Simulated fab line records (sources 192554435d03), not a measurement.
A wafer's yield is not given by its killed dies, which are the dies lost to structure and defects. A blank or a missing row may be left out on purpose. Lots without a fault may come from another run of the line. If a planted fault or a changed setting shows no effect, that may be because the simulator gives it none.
Commonality check across tools / flow n5_finfet / Sampled: 10 lots, 28 wafers

## WHAT PROMPTED THE OPENING
On 2 of the 10 lots, a flag is raised at N5_BEOL_M11_CD_MEAS_28 on the reading cd_nm. Wafers without a fault read 69.9 nm, standard deviation 1.2.
Rule: flag the lot when none of its wafers has a number, or when each of its wafers that has one lies beyond 4 standard deviations from that mean. The rest of the lots are taken to be sound.

lot=L616; measured=day 10 13:13; on=cd_sem-01; cd_nm (nm), wafer by wafer=69.4 68.9; flag=
lot=L621; measured=day 11 22:57; on=cd_sem-03; cd_nm (nm), wafer by wafer=63.9 63.6 62.1; flag=FLAGGED
lot=L622; measured=day 12 07:24; on=cd_sem-01; cd_nm (nm), wafer by wafer=62.1 62.1 63.6; flag=FLAGGED
lot=L628; measured=day 13 14:05; on=cd_sem-01; cd_nm (nm), wafer by wafer=70.1 69.2; flag=
lot=L629; measured=day 13 20:13; on=cd_sem-01; cd_nm (nm), wafer by wafer=68.4 70.9 70.7; flag=
lot=L631; measured=day 14 16:00; on=cd_sem-03; cd_nm (nm), wafer by wafer=71.4 72.9 70.6; flag=
lot=L630; measured=day 14 16:10; on=cd_sem-03; cd_nm (nm), wafer by wafer=71.0 69.1 70.9; flag=
lot=L634; measured=day 15 18:36; on=cd_sem-02; cd_nm (nm), wafer by wafer=70.5 70.3 69.1; flag=
lot=L635; measured=day 16 03:48; on=cd_sem-02; cd_nm (nm), wafer by wafer=70.7 68.7 70.0; flag=
lot=L637; measured=day 16 15:05; on=cd_sem-02; cd_nm (nm), wafer by wafer=70.5 69.7 69.9; flag=
Average over the flagged lots: 62.9 nm; offset from the usual -7.0 nm, equal to -6 standard deviations.

## WHICH TOOL EACH LOT WENT THROUGH
The record holds 2 process steps before the reading, out of a route of 1938 steps. Read each cell as the tool, then ch plus the chambers that the sampled wafers visited, then the start.
lot=L616; flag=; N5_BEOL_M11_ETCH_61=rie_diel-01 ch 0,1, day 10 12:18; N5_BEOL_M11_EXPOSE_25=arfi_scanner-01 ch 0, day 10 13:05
lot=L621; flag=FLAGGED; N5_BEOL_M11_ETCH_61=rie_diel-01 ch 0,1,2, day 11 21:50; N5_BEOL_M11_EXPOSE_25=arfi_scanner-01 ch 0, day 11 22:49
lot=L622; flag=FLAGGED; N5_BEOL_M11_ETCH_61=rie_diel-05 ch 0,1,2, day 12 05:19; N5_BEOL_M11_EXPOSE_25=arfi_scanner-01 ch 0, day 12 07:16
lot=L628; flag=; N5_BEOL_M11_ETCH_61=rie_diel-05 ch 0,2, day 13 12:43; N5_BEOL_M11_EXPOSE_25=arfi_scanner-02 ch 0, day 13 13:58
lot=L629; flag=; N5_BEOL_M11_ETCH_61=rie_diel-02 ch 1,2,3, day 13 19:23; N5_BEOL_M11_EXPOSE_25=arfi_scanner-02 ch 0, day 13 20:05
lot=L631; flag=; N5_BEOL_M11_ETCH_61=rie_diel-02 ch 1,2,3, day 14 14:34; N5_BEOL_M11_EXPOSE_25=arfi_scanner-03 ch 0, day 14 15:52
lot=L630; flag=; N5_BEOL_M11_ETCH_61=rie_diel-01 ch 1,2,3, day 14 14:22; N5_BEOL_M11_EXPOSE_25=arfi_scanner-02 ch 0, day 14 16:02
lot=L634; flag=; N5_BEOL_M11_ETCH_61=rie_diel-01 ch 1,2, day 15 17:46; N5_BEOL_M11_EXPOSE_25=arfi_scanner-03 ch 0, day 15 18:28
lot=L635; flag=; N5_BEOL_M11_ETCH_61=rie_diel-02 ch 0,1,2, day 15 23:14; N5_BEOL_M11_EXPOSE_25=arfi_scanner-03 ch 0, day 16 03:40
lot=L637; flag=; N5_BEOL_M11_ETCH_61=rie_diel-02 ch 0,2, day 16 10:49; N5_BEOL_M11_EXPOSE_25=arfi_scanner-02 ch 0, day 16 14:58
What is done by these steps:
- N5_BEOL_M11_ETCH_61: etches SiARC in CF4, target depth 39 nm, time 65 s.
- N5_BEOL_M11_EXPOSE_25: exposes mask V10.
- N5_BEOL_M11_CD_MEAS_28: target cd 70 nm.

## FLAGGED OVER TOTAL, TOOL BY TOOL (the gauges that took the reading come last)
step=N5_BEOL_M11_ETCH_61; tool=rie_diel-01; lots run=4; flagged=1; share of the flagged lots=some; sound lots run after its first flagged lot=2 (L630,L634)
step=N5_BEOL_M11_ETCH_61; tool=rie_diel-02; lots run=4; flagged=0; share of the flagged lots=none; sound lots run after its first flagged lot=-
step=N5_BEOL_M11_ETCH_61; tool=rie_diel-05; lots run=2; flagged=1; share of the flagged lots=some; sound lots run after its first flagged lot=1 (L628)
step=N5_BEOL_M11_EXPOSE_25; tool=arfi_scanner-01; lots run=3; flagged=2; share of the flagged lots=all; sound lots run after its first flagged lot=0
step=N5_BEOL_M11_EXPOSE_25; tool=arfi_scanner-02; lots run=4; flagged=0; share of the flagged lots=none; sound lots run after its first flagged lot=-
step=N5_BEOL_M11_EXPOSE_25; tool=arfi_scanner-03; lots run=3; flagged=0; share of the flagged lots=none; sound lots run after its first flagged lot=-
step=N5_BEOL_M11_CD_MEAS_28; tool=cd_sem-01; lots run=4; flagged=1; share of the flagged lots=some; sound lots run after its first flagged lot=2 (L628,L629)
step=N5_BEOL_M11_CD_MEAS_28; tool=cd_sem-02; lots run=3; flagged=0; share of the flagged lots=none; sound lots run after its first flagged lot=-
step=N5_BEOL_M11_CD_MEAS_28; tool=cd_sem-03; lots run=3; flagged=1; share of the flagged lots=some; sound lots run after its first flagged lot=2 (L631,L630)

## THE TABLE: WHAT IT ALLOWS
1 row of the table ran every flagged lot: arfi_scanner-01 at N5_BEOL_M11_EXPOSE_25.
- arfi_scanner-01 at N5_BEOL_M11_EXPOSE_25: 2 of its 3 lots flagged. It ran its last sound lot, L616, at day 10 13:05 and its first flagged lot, L621, at day 11 22:49: a fault with its onset between the two fits. Its own readings lie more than 4 standard deviations out on every wafer of the flagged lots: exposure_dose_mJ_cm2.
One tool is left: arfi_scanner-01 at N5_BEOL_M11_EXPOSE_25.

## WHAT THE SIMULATOR PUT IN
Process parameters drifting: arfi_scanner-01 at N5_BEOL_M11_EXPOSE_25, beginning at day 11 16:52. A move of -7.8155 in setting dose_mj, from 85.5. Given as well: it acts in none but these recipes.
Struck lots among those shown: L621, L622. The same result came from the rule above.
